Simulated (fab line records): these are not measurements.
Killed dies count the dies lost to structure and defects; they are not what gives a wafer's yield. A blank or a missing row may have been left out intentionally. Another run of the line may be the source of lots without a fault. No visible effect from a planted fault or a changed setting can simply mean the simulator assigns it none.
Which tool was responsible?    flow nand-harc    7 lots with 21 wafers sampled at 4 steps, on a route of 1302 steps

== WHAT THE GAUGES READ, wafer by wafer ==
NHARC_END_SORT_01.
lot   measured      on         killed-at-other
L491  day 26 01:07  prober-02  0 0 0
L495  day 27 15:35  prober-02  1 1 0
L497  day 28 07:16  prober-01  0 0 0
L507  day 33 08:45  prober-02  0 0 0

== WHAT TOOL EACH LOT RAN ON (gives the tool, then ch and the chambers of the sampled wafers, and finally the start) ==
lot   NHARC_P_M2_DEP_33                NHARC_P_BONDPAD_CMP_32         NHARC_P_BONDPAD_SOFTBAKE_04
L489  pecvd-04 ch 0,2, day 6 20:10     cmp-01 ch 2,3, day 6 21:07     litho-track-05 ch 0, day 6 21:00
L491  pecvd-04 ch 0,1,2, day 7 14:16   cmp-04 ch 0,1, day 7 15:01     litho-track-03 ch 0, day 7 15:00
L493  pecvd-01 ch 0,1, day 8 11:47     cmp-03 ch 1,2, day 8 12:31     litho-track-05 ch 0, day 8 12:00
L495  pecvd-01 ch 0,1,2, day 9 11:43   cmp-01 ch 0,2,3, day 9 12:33   litho-track-02 ch 0, day 9 12:00
L497  pecvd-04 ch 0,2, day 10 10:09    cmp-04 ch 1,2, day 10 10:55    litho-track-03 ch 0, day 10 11:00
L507  pecvd-01 ch 0,1,2, day 14 16:53  cmp-01 ch 0,2,3, day 14 17:40  litho-track-03 ch 0, day 14 17:00
L511  pecvd-03 ch 0,2, day 15 21:55    cmp-04 ch 0,2, day 15 22:38    litho-track-02 ch 0, day 15 23:00
- NHARC_P_M2_DEP_33: deposits SiCN, target thk 30 nm.
- NHARC_P_BONDPAD_CMP_32: polishes SiCN, target thk 200 nm.
- NHARC_P_BONDPAD_SOFTBAKE_04: time 70 s.

== THE ANSWER, worked out from the rows above alone ==
Rule: the lots themselves supply what counts as usual. Put in order of their means at a reading, lots are off if they are a third of the lots or fewer, leave a main group of 4 or more, and stand apart from it by a gap of 3 or more times the standard deviation of the main group's means; of several such gaps the widest counts. A main group whose means are all the same, to the digits that the tables above print for the reading, isn't used. Also off: a lot with no number at a reading for which 4 or more lots have one. Where the step has rows for the other lots, those lots are counted as sound.
Across all readings shown, no lot is off: no conclusion can be drawn from this.

== WHAT THE SIMULATOR PUT IN ==
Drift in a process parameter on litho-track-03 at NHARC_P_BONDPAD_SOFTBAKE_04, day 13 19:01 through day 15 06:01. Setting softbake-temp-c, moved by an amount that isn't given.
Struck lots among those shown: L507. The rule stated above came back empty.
